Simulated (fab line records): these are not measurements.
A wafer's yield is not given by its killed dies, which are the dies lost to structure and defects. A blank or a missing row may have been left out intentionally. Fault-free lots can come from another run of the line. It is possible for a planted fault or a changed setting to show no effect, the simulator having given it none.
The tool behind it: which one? -- flow nand harc -- 13 lots with 36 wafers sampled at 4 steps, on a route of 1159 steps

## WHAT THE GAUGES READ, wafer by wafer
NHARC_P_ZERO_WELL_CD_MEAS_11: the cd target is 500 nm.
lot,measured,on,cd nm (nm)
L515,day 1 13:14,cd sem-03,505.6 501.6 503.3
L518,day 2 07:14,cd sem-01,503.3 502.9 502.2
L519,day 2 13:15,cd sem-02,499.2 502.1 498.8
L521,day 3 01:16,cd sem-03,500.3 506.2 501.3
L522,day 3 07:15,cd sem-03,502.8 502.0 505.7
L524,day 3 19:14,cd sem-03,498.3 498.9 500.1
L526,day 4 07:29,cd sem-02,501.3 498.9 500.9
L527,day 4 13:07,cd sem-02,500.9 501.7
L528,day 4 19:07,cd sem-02,500.6 500.1
L530,day 5 07:07,cd sem-01,500.8 503.2
L534,day 6 07:07,cd sem-03,502.1 498.4 497.1
L535,day 6 13:14,cd sem-02,501.0 500.9 501.0
L536,day 6 19:07,cd sem-03,502.5 499.1 499.8

NHARC_P_STI_OCD_MEAS_17.
lot,measured,on,trench depth nm (nm),trench foot cd nm (nm)
L515,day 2 13:58,ocd-01,298 299 305,159.1 157.6 157.5
L518,day 3 04:16,ocd-02,298 292 300,160.9 161.1 160.6
L519,day 3 11:42,ocd-02,303 299 305,155.4 158.4 158.7
L521,day 3 23:35,ocd-01,308 298 308,160.9 162.3 159.0
L522,day 4 05:46,ocd-02,299 290 296,154.6 159.5 159.9
L524,day 4 19:22,ocd-01,297 291 298,158.6 157.0 154.6
L526,day 5 06:49,ocd-02,297 296 303,159.9 156.2 158.5
L527,day 5 11:58,ocd-02,248 308,164.9 158.5
L528,day 5 17:19,ocd-01,256 297,166.3 162.6
L530,day 6 06:17,ocd-01,246 247,164.4 164.8
L534,day 7 06:17,ocd-01,293 298 293,156.5 157.0 158.6
L535,day 7 13:33,ocd-01,304 300 308,156.5 155.4 154.0
L536,day 7 17:18,ocd-02,300 305 305,159.8 159.3 159.8

NHARC_P_GATE_OVL_MEAS_27.
lot,measured,on,overlay x nm (nm),overlay y nm (nm)
L515,day 4 20:32,overlay-02,1.2 1.3 0.9,0.2 -0.2 -0.2
L518,day 5 08:35,overlay-02,1.3 1.1 1.4,-0.4 -0.1 0.2
L519,day 5 17:13,overlay-01,0.9 1.4 0.8,-1.0 -1.1 -0.8
L521,day 6 06:59,overlay-02,-1.2 -1.4 -1.4,-0.3 -0.2 -0.5
L522,day 6 09:50,overlay-02,0.3 0.4 0.1,1.5 2.3 1.7
L524,day 6 23:30,overlay-02,0.5 0.4 0.8,1.1 1.2 1.1
L526,day 7 20:40,overlay-02,-0.9 -0.7 -0.8,1.3 0.9 1.0
L527,day 7 20:49,overlay-01,0.6 0.3,0.3 0.6
L528,day 7 19:52,overlay-02,0.8 0.5,-0.4 0.0
L530,day 8 12:02,overlay-01,0.1 0.4,0.2 -0.2
L534,day 9 06:44,overlay-02,-0.1 0.5 0.1,0.4 0.4 1.5
L535,day 9 15:45,overlay-01,-0.1 0.7 0.3,1.1 1.4 1.4
L536,day 9 16:46,overlay-01,-0.4 -0.6 -0.3,-0.3 -0.2 -0.2

## WHICH TOOL RAN EACH LOT (tool, then ch and the chambers of the sampled wafers, then the start)
lot,NHARC_P_STI_ETCH_15
L515,"rie si-05 ch 0,2,3, day 2 13:46"
L518,"rie si-02 ch 0,2,3, day 3 04:03"
L519,"rie si-01 ch 0,2,3, day 3 11:29"
L521,"rie si-05 ch 0,2, day 3 23:20"
L522,"rie si-02 ch 0,1,3, day 4 05:31"
L524,"rie si-02 ch 1,2,3, day 4 19:08"
L526,"rie si-05 ch 0,1,2, day 5 06:35"
L527,"rie si-05 ch 0,2, day 5 11:45"
L528,"rie si-05 ch 1,2, day 5 17:06"
L530,"rie si-05 ch 1, day 6 05:57"
L534,"rie si-02 ch 0,1,2, day 7 06:01"
L535,"rie si-01 ch 0,2,3, day 7 13:17"
L536,"rie si-01 ch 1,2,3, day 7 17:05"
- NHARC_P_STI_ETCH_15: etches the open film in HBr/Cl2, target depth 300 nm, time 100.1 s.

## WHAT THE TOOLS THEMSELVES READ (means of the sampled wafers that have a number; where no wafer has one, the mark that the record gives instead)
NHARC_P_STI_ETCH_15.
lot,tool,drypump motor current A (A),oes product au (a.u.),throttle valve pct (%)
L515,rie si-05,5.8,0.997,26.414
L518,rie si-02,5.8,0.989,26.411
L519,rie si-01,5.5,1.005,26.415
L521,rie si-05,5.3,1.005,26.409
L522,rie si-02,5.8,0.987,26.413
L524,rie si-02,5.9,0.991,26.405
L526,rie si-05,5.4,0.999,26.402
L527,rie si-05,5.4,0.950,26.404
L528,rie si-05,5.3,0.948,26.395
L530,rie si-05,5.5,0.887,26.402
L534,rie si-02,6.0,0.987,26.407
L535,rie si-01,5.5,1.009,26.416
L536,rie si-01,5.3,1.007,26.400

## THE ANSWER, worked out from the rows above alone
Rule: the usual values come from the lots themselves. The widest of any qualifying gaps counts: lots, ordered by their means at a reading, are off when they make up no more than a third of the lots, leave a main group of 4 or more, and stand apart from it by 3 or more times the standard deviation of that group's means. A main group whose means are all the same, to the digits that the tables above print for the reading, isn't used. Also off: a lot with no number at a reading for which 4 or more lots have one. The other lots that the step has rows for count as sound. First the gauges in route order, then the tools' own readings, where a lot's mean is used as printed above. The first step at which some lot is off is used, and at that step the reading that is off furthest; a lot without a number counts as furthest.
Off, at NHARC_P_STI_OCD_MEAS_17 on trench depth nm: L527, L528, L530. The main group: mean 300 nm, standard deviation 3.8.
If a tool, at a process step before that reading, ran all the lots that are off and no sound lot after the first of them, it fits. The gauges at NHARC_P_STI_OCD_MEAS_17 aren't tried: what is off there is off at NHARC_P_STI_ETCH_15 too, on other tools, and a gauge's error can't cause that. One fits: rie si-05 at NHARC_P_STI_ETCH_15. A fault onset in the window from L526 (day 5 06:35, its last sound lot) to L527 (day 5 11:45, its first lot off) fits.
The tool's own readings at NHARC_P_STI_ETCH_15 bear it out: on the lots that are off they differ by more than 5 times the standard deviation of the sound lots' means. oes product au reads 0.928 a.u. there against 0.998 a.u. on the sound lots.

## WHAT THE SIMULATOR HAD PUT IN
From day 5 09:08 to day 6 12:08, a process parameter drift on rie si-05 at NHARC_P_STI_ETCH_15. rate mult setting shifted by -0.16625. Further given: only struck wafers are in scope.
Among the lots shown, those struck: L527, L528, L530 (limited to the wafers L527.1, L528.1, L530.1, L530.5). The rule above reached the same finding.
